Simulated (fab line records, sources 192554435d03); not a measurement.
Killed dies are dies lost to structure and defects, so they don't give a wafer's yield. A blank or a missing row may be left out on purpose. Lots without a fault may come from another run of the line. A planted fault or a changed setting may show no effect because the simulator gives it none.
Which tool did it? | flow n5_finfet | 24 lots, 72 wafers sampled, at 6 steps of a route of 1938

WHAT THE GAUGES READ, wafer by wafer
N5_BEOL_M15_THK_MEAS_50: measures by xrf.
lot  | measured     | on            | M15_THK (nm)
L075 | day 11 22:59 | film_metro-01 | 839 830 811
L074 | day 12 01:27 | film_metro-02 | 817 801 834
L076 | day 12 11:37 | film_metro-02 | 820 809 800
L077 | day 12 16:34 | film_metro-02 | 836 813 827
L079 | day 13 12:13 | film_metro-01 | 830 806 856
L078 | day 13 12:30 | film_metro-02 | 827 851 847
L080 | day 13 15:11 | film_metro-01 | 799 836 823
L081 | day 13 18:20 | film_metro-02 | 845 864 860
L082 | day 14 03:55 | film_metro-02 | 801 817 822
L085 | day 15 10:49 | film_metro-02 | 845 854 821
L086 | day 15 13:59 | film_metro-01 | 852 804 862
L083 | day 15 16:23 | film_metro-01 | 860 809 847
L084 | day 15 16:39 | film_metro-01 | 845 846 848
L088 | day 15 17:17 | film_metro-01 | 841 815 834
L087 | day 15 22:45 | film_metro-02 | 816 838 813
L090 | day 16 05:23 | film_metro-01 | 853 818 833
L091 | day 16 06:10 | film_metro-01 | 807 840 815
L089 | day 16 06:37 | film_metro-02 | 799 814 815
L092 | day 17 08:24 | film_metro-01 | 808 826 830
L094 | day 17 10:32 | film_metro-01 | 846 807 866
L095 | day 17 15:41 | film_metro-02 | 803 821 814
L093 | day 18 06:55 | film_metro-02 | 847 820 839
L097 | day 18 13:11 | film_metro-02 | 853 835 792
L096 | day 18 17:44 | film_metro-01 | 824 854 834

N5_MIM_BOT_LITHO_CD_MEAS_08: target cd 3000 nm.
lot  | measured     | on        | cd_nm (nm)
L075 | day 12 05:37 | cd_sem-01 | 2999.4 2998.6 2999.6
L074 | day 12 06:47 | cd_sem-03 | 2999.6 2998.2 2997.6
L076 | day 12 16:22 | cd_sem-03 | 3001.9 3003.7 3002.7
L077 | day 12 23:00 | cd_sem-02 | 2997.1 2998.7 3000.1
L079 | day 13 18:15 | cd_sem-03 | 3003.0 3000.7 3001.9
L078 | day 13 18:19 | cd_sem-02 | 3000.8 3001.2 3000.7
L080 | day 13 18:58 | cd_sem-02 | 3004.1 3002.1 2999.6
L081 | day 13 23:30 | cd_sem-03 | 3001.2 2998.5 3000.2
L082 | day 14 10:28 | cd_sem-03 | 3001.6 3003.8 3001.7
L085 | day 15 14:50 | cd_sem-02 | 3001.7 3002.0 3005.2
L086 | day 15 17:53 | cd_sem-02 | 2998.2 2998.7 3001.1
L083 | day 15 19:50 | cd_sem-01 | 3000.1 2999.7 2997.9
L084 | day 15 20:25 | cd_sem-02 | 3004.3 3004.3 2998.5
L088 | day 15 22:38 | cd_sem-03 | 2998.2 2994.4 3000.1
L087 | day 16 05:31 | cd_sem-02 | 3001.0 2999.1 3000.0
L090 | day 16 11:09 | cd_sem-02 | 3000.6 3001.6 3001.5
L091 | day 16 11:22 | cd_sem-03 | 2998.8 3000.5 2998.4
L089 | day 16 11:32 | cd_sem-02 | 3001.9 3002.7 2997.9
L092 | day 17 12:07 | cd_sem-02 | 3001.4 2999.2 3001.7
L094 | day 17 16:31 | cd_sem-01 | 2999.0 2998.5 3002.7
L095 | day 17 22:10 | cd_sem-03 | 3003.4 3000.5 3001.6
L093 | day 18 13:01 | cd_sem-03 | 2996.3 2998.3 2998.4
L097 | day 18 18:05 | cd_sem-01 | 3001.2 3001.6 2998.5
L096 | day 18 23:21 | cd_sem-03 | 2999.0 3000.3 3000.3

WHICH TOOL RAN EACH LOT (tool, then ch and the chambers of the sampled wafers, then the start)
lot  | N5_BEOL_M15_STRIP_62                          | N5_BEOL_M15_SPUTTER_44       | N5_BEOL_M15_ANNEAL_48            | N5_PASSIVATION_PECVD_00
L075 | rie_diel-02 ch 0,1,2, day 11 21:57 or earlier | pvd_sputter-03, day 11 21:57 | rtp_anneal-01 ch 0, day 11 22:26 | pecvd-02 ch 0,1,2, day 12 00:08
L074 | rie_diel-03 ch 1,2, day 11 23:53 or earlier   | pvd_sputter-03, day 11 23:53 | rtp_anneal-02 ch 0, day 12 00:56 | pecvd-02 ch 0,1,2, day 12 02:36
L076 | rie_diel-06 ch 0,2, day 12 10:35 or earlier   | pvd_sputter-01, day 12 10:35 | rtp_anneal-02 ch 0, day 12 11:04 | pecvd-02 ch 1,2, day 12 12:46
L077 | rie_diel-06 ch 0,1,3, day 12 15:32 or earlier | pvd_sputter-03, day 12 15:32 | rtp_anneal-02 ch 0, day 12 15:58 | pecvd-01 ch 0,1,2, day 12 17:43
L079 | rie_diel-03 ch 1,3, day 13 11:11 or earlier   | pvd_sputter-03, day 13 11:11 | rtp_anneal-02 ch 0, day 13 11:37 | pecvd-02 ch 0,1,2, day 13 13:22
L078 | rie_diel-06 ch 0,1,3, day 13 11:28 or earlier | pvd_sputter-01, day 13 11:28 | rtp_anneal-02 ch 0, day 13 11:55 | pecvd-04 ch 0,1, day 13 13:39
L080 | rie_diel-02 ch 0,3, day 13 14:09 or earlier   | pvd_sputter-01, day 13 14:09 | rtp_anneal-02 ch 0, day 13 14:38 | pecvd-02 ch 0,1, day 13 16:20
L081 | rie_diel-02 ch 0,1, day 13 17:19 or earlier   | pvd_sputter-02, day 13 17:19 | rtp_anneal-01 ch 0, day 13 17:50 | pecvd-04 ch 0,1, day 13 19:29
L082 | rie_diel-03 ch 0,3, day 14 02:53 or earlier   | pvd_sputter-03, day 14 02:53 | rtp_anneal-02 ch 0, day 14 03:22 | pecvd-04 ch 0,1,2, day 14 05:04
L085 | rie_diel-06 ch 1,2, day 15 09:19 or earlier   | pvd_sputter-01, day 15 09:19 | rtp_anneal-02 ch 0, day 15 10:19 | pecvd-04 ch 0,1,2, day 15 11:57
L086 | rie_diel-02 ch 1,3, day 15 12:50 or earlier   | pvd_sputter-02, day 15 12:50 | rtp_anneal-01 ch 0, day 15 13:24 | pecvd-02 ch 0,1, day 15 15:08
L083 | rie_diel-06 ch 0,1,2, day 15 15:05 or earlier | pvd_sputter-01, day 15 15:05 | rtp_anneal-01 ch 0, day 15 15:53 | pecvd-04 ch 1,2, day 15 17:31
L084 | rie_diel-02 ch 0,1, day 15 15:26 or earlier   | pvd_sputter-03, day 15 15:26 | rtp_anneal-01 ch 0, day 15 16:11 | pecvd-01 ch 0,1,2, day 15 17:49
L088 | rie_diel-06 ch 0,1,2, day 15 15:29 or earlier | pvd_sputter-01, day 15 15:29 | rtp_anneal-02 ch 0, day 15 16:31 | pecvd-04 ch 0,1, day 15 18:28
L087 | rie_diel-06 ch 2,3, day 15 21:38 or earlier   | pvd_sputter-01, day 15 21:38 | rtp_anneal-01 ch 0, day 15 22:10 | pecvd-04 ch 1,2, day 15 23:55
L090 | rie_diel-02 ch 0,2, day 16 04:22 or earlier   | pvd_sputter-03, day 16 04:22 | rtp_anneal-02 ch 0, day 16 04:53 | pecvd-01 ch 0,1, day 16 06:32
L091 | rie_diel-02 ch 0,1,2, day 16 04:59 or earlier | pvd_sputter-02, day 16 04:59 | rtp_anneal-01 ch 0, day 16 05:34 | pecvd-02 ch 0,1, day 16 07:18
L089 | rie_diel-02 ch 0,1,2, day 16 05:01 or earlier | pvd_sputter-01, day 16 05:01 | rtp_anneal-01 ch 0, day 16 06:01 | pecvd-02 ch 0,1,2, day 16 07:46
L092 | rie_diel-06 ch 0,3, day 17 07:22 or earlier   | pvd_sputter-03, day 17 07:22 | rtp_anneal-01 ch 0, day 17 07:54 | pecvd-01 ch 0,1, day 17 09:32
L094 | rie_diel-06 ch 1,2,3, day 17 09:29 or earlier | pvd_sputter-01, day 17 09:29 | rtp_anneal-01 ch 0, day 17 09:56 | pecvd-02 ch 0,1, day 17 11:43
L095 | rie_diel-03 ch 2,3, day 17 14:38 or earlier   | pvd_sputter-03, day 17 14:38 | rtp_anneal-01 ch 0, day 17 15:10 | pecvd-01 ch 0,2, day 17 16:51
L093 | rie_diel-03 ch 0,3, day 18 05:47 or earlier   | pvd_sputter-01, day 18 05:47 | rtp_anneal-01 ch 0, day 18 06:20 | pecvd-01 ch 0,1,2, day 18 08:04
L097 | rie_diel-02 ch 0,1,3, day 18 12:08 or earlier | pvd_sputter-02, day 18 12:08 | rtp_anneal-01 ch 0, day 18 12:35 | pecvd-04 ch 0,1,2, day 18 14:19
L096 | rie_diel-03 ch 1,3, day 18 15:58 or earlier   | pvd_sputter-02, day 18 15:58 | rtp_anneal-01 ch 0, day 18 17:09 | pecvd-01 ch 0,2, day 18 18:53
- N5_BEOL_M15_STRIP_62: strips in O2.
- N5_BEOL_M15_SPUTTER_44: material Ta, target thk 15 nm, time 24.19 s.
- N5_BEOL_M15_ANNEAL_48: time 90 s.
- N5_PASSIVATION_PECVD_00: deposits SiO2 from SiH4/N2O, target thk 200 nm, time 11.2 s.

WHAT THE TOOLS THEMSELVES READ (means of the sampled wafers that have a number; where no wafer has one, the mark that the record gives instead)
N5_BEOL_M15_STRIP_62.
lot  | tool        | drypump_motor_current_A (A) | oes_product_au (a.u.) | rf_vpp_V (V) | showerhead_plenum_p_Torr (Torr) | throttle_valve_pct (%)
L075 | rie_diel-02 | 5.9                         | 0.72                  | 3.3          | 2.08                            | 16.72
L074 | rie_diel-03 | 5.6                         | 0.94                  | 3.1          | 2.05                            | 16.35
L076 | rie_diel-06 | 5.8                         | 0.78                  | 3.5          | 2.17                            | 16.85
L077 | rie_diel-06 | 5.6                         | 0.83                  | 3.6          | 2.15                            | 16.67
L079 | rie_diel-03 | 5.5                         | 0.86                  | 3.5          | 2.04                            | 16.46
L078 | rie_diel-06 | 5.6                         | 0.82                  | 3.8          | 2.15                            | 16.67
L080 | rie_diel-02 | 6.3                         | 0.97                  | 3.7          | 2.20                            | 16.31
L081 | rie_diel-02 | 6.2                         | 0.81                  | 3.3          | 2.13                            | 16.32
L082 | rie_diel-03 | 5.4                         | 0.74                  | 3.3          | 2.15                            | 16.81
L085 | rie_diel-06 | 6.0                         | 0.81                  | 3.5          | 2.17                            | 16.84
L086 | rie_diel-02 | 5.7                         | 0.86                  | 3.8          | 2.12                            | 16.28
L083 | rie_diel-06 | 5.8                         | 0.83                  | 3.3          | 2.15                            | 16.73
L084 | rie_diel-02 | 6.4                         | 0.86                  | 3.3          | 2.17                            | 16.35
L088 | rie_diel-06 | 5.8                         | 0.83                  | 3.4          | 2.15                            | 16.73
L087 | rie_diel-06 | 5.8                         | 0.83                  | 4.1          | 2.15                            | 16.64
L090 | rie_diel-02 | 6.1                         | 0.84                  | 3.7          | 2.20                            | 16.61
L091 | rie_diel-02 | 5.9                         | 0.77                  | 3.5          | 2.15                            | 16.61
L089 | rie_diel-02 | 5.9                         | 0.78                  | 3.5          | 2.15                            | 16.61
L092 | rie_diel-06 | 5.5                         | 0.81                  | 3.0          | 2.12                            | 16.62
L094 | rie_diel-06 | 5.9                         | 0.84                  | 3.6          | 2.15                            | 16.67
L095 | rie_diel-03 | 5.7                         | 0.89                  | 3.6          | 2.06                            | 16.52
L093 | rie_diel-03 | 5.4                         | 0.80                  | 3.7          | 2.14                            | 16.67
L097 | rie_diel-02 | 6.1                         | 0.82                  | 3.7          | 2.14                            | 16.36
L096 | rie_diel-03 | 5.5                         | 0.90                  | 4.1          | 2.04                            | 16.34

N5_BEOL_M15_SPUTTER_44.
lot  | tool           | cathode_dc_power_W (W) | throttle_valve_pct (%)
L075 | pvd_sputter-03 | 14999                  | 29.6
L074 | pvd_sputter-03 | 15001                  | 29.1
L076 | pvd_sputter-01 | 14999                  | 30.4
L077 | pvd_sputter-03 | 15001                  | 29.7
L079 | pvd_sputter-03 | 15000                  | 29.6
L078 | pvd_sputter-01 | 15001                  | 29.7
L080 | pvd_sputter-01 | 15000                  | 29.8
L081 | pvd_sputter-02 | 15002                  | 30.9
L082 | pvd_sputter-03 | 15003                  | 29.1
L085 | pvd_sputter-01 | 15000                  | 29.6
L086 | pvd_sputter-02 | 14998                  | 31.3
L083 | pvd_sputter-01 | 15002                  | 29.6
L084 | pvd_sputter-03 | 15002                  | 29.5
L088 | pvd_sputter-01 | 15003                  | 29.8
L087 | pvd_sputter-01 | 15001                  | 30.6
L090 | pvd_sputter-03 | 14999                  | 29.0
L091 | pvd_sputter-02 | 15000                  | 30.7
L089 | pvd_sputter-01 | 15001                  | 29.5
L092 | pvd_sputter-03 | 15000                  | 28.9
L094 | pvd_sputter-01 | 15002                  | 30.7
L095 | pvd_sputter-03 | 15000                  | 29.0
L093 | pvd_sputter-01 | 15000                  | 30.6
L097 | pvd_sputter-02 | 15000                  | 31.3
L096 | pvd_sputter-02 | 14997                  | 30.3

N5_BEOL_M15_ANNEAL_48.
lot  | tool          | wafer_temp_C_max
L075 | rtp_anneal-01 | 225.68
L074 | rtp_anneal-02 | 225.90
L076 | rtp_anneal-02 | 226.21
L077 | rtp_anneal-02 | 225.86
L079 | rtp_anneal-02 | 225.90
L078 | rtp_anneal-02 | 225.86
L080 | rtp_anneal-02 | 225.94
L081 | rtp_anneal-01 | 225.58
L082 | rtp_anneal-02 | 226.22
L085 | rtp_anneal-02 | 225.90
L086 | rtp_anneal-01 | 226.00
L083 | rtp_anneal-01 | 225.87
L084 | rtp_anneal-01 | 225.76
L088 | rtp_anneal-02 | 225.62
L087 | rtp_anneal-01 | 226.02
L090 | rtp_anneal-02 | 225.87
L091 | rtp_anneal-01 | 225.78
L089 | rtp_anneal-01 | 225.97
L092 | rtp_anneal-01 | 225.99
L094 | rtp_anneal-01 | 225.82
L095 | rtp_anneal-01 | 225.91
L093 | rtp_anneal-01 | 225.72
L097 | rtp_anneal-01 | 225.81
L096 | rtp_anneal-01 | 225.88

N5_PASSIVATION_PECVD_00.
lot  | tool     | heater_power_w (W) | showerhead_plenum_p_Torr (Torr) | throttle_valve_pct (%)
L075 | pecvd-02 | 627                | 8.10                            | 49.6
L074 | pecvd-02 | 644                | 8.09                            | 49.5
L076 | pecvd-02 | 666                | 8.08                            | 50.1
L077 | pecvd-01 | 621                | 8.06                            | 51.8
L079 | pecvd-02 | 661                | 8.08                            | 49.8
L078 | pecvd-04 | 783                | 8.22                            | 50.3
L080 | pecvd-02 | 728                | 8.13                            | 50.2
L081 | pecvd-04 | 664                | 8.17                            | 50.7
L082 | pecvd-04 | 725                | 8.24                            | 50.1
L085 | pecvd-04 | 725                | 8.24                            | 50.1
L086 | pecvd-02 | 704                | 8.13                            | 50.2
L083 | pecvd-04 | 840                | 8.29                            | 49.5
L084 | pecvd-01 | 631                | 8.06                            | 51.9
L088 | pecvd-04 | 730                | 8.24                            | 50.5
L087 | pecvd-04 | 768                | 8.29                            | 49.5
L090 | pecvd-01 | 586                | 8.09                            | 53.2
L091 | pecvd-02 | 733                | 8.14                            | 49.7
L089 | pecvd-02 | 667                | 8.09                            | 49.7
L092 | pecvd-01 | 520                | 8.10                            | 53.9
L094 | pecvd-02 | 671                | 8.12                            | 50.2
L095 | pecvd-01 | 595                | 8.10                            | 52.8
L093 | pecvd-01 | 645                | 8.06                            | 51.9
L097 | pecvd-04 | 750                | 8.24                            | 50.5
L096 | pecvd-01 | 677                | 8.05                            | 50.9

THE ANSWER, worked out from the rows above alone
Rule: what is usual is taken from the lots themselves. Put in order of their means at a reading, lots are off if they are a third of the lots or fewer, leave a main group of 4 or more, and stand apart from it by a gap of 3 or more times the standard deviation of the main group's means; of several such gaps the widest counts. A main group whose means are all the same, to the digits that the tables above print for the reading, isn't used. A lot without any number at a reading at which 4 lots or more have one is off too. The other lots that the step has rows for count as sound. The gauges are gone through in route order, then the tools' own readings, and for those a lot's mean is taken as printed above. The first step at which some lot is off is used, and at that step the reading that is off furthest; a lot without a number counts as furthest.
No lot is off at any reading shown: from this, nothing can be told.

WHAT THE SIMULATOR HAD PUT IN
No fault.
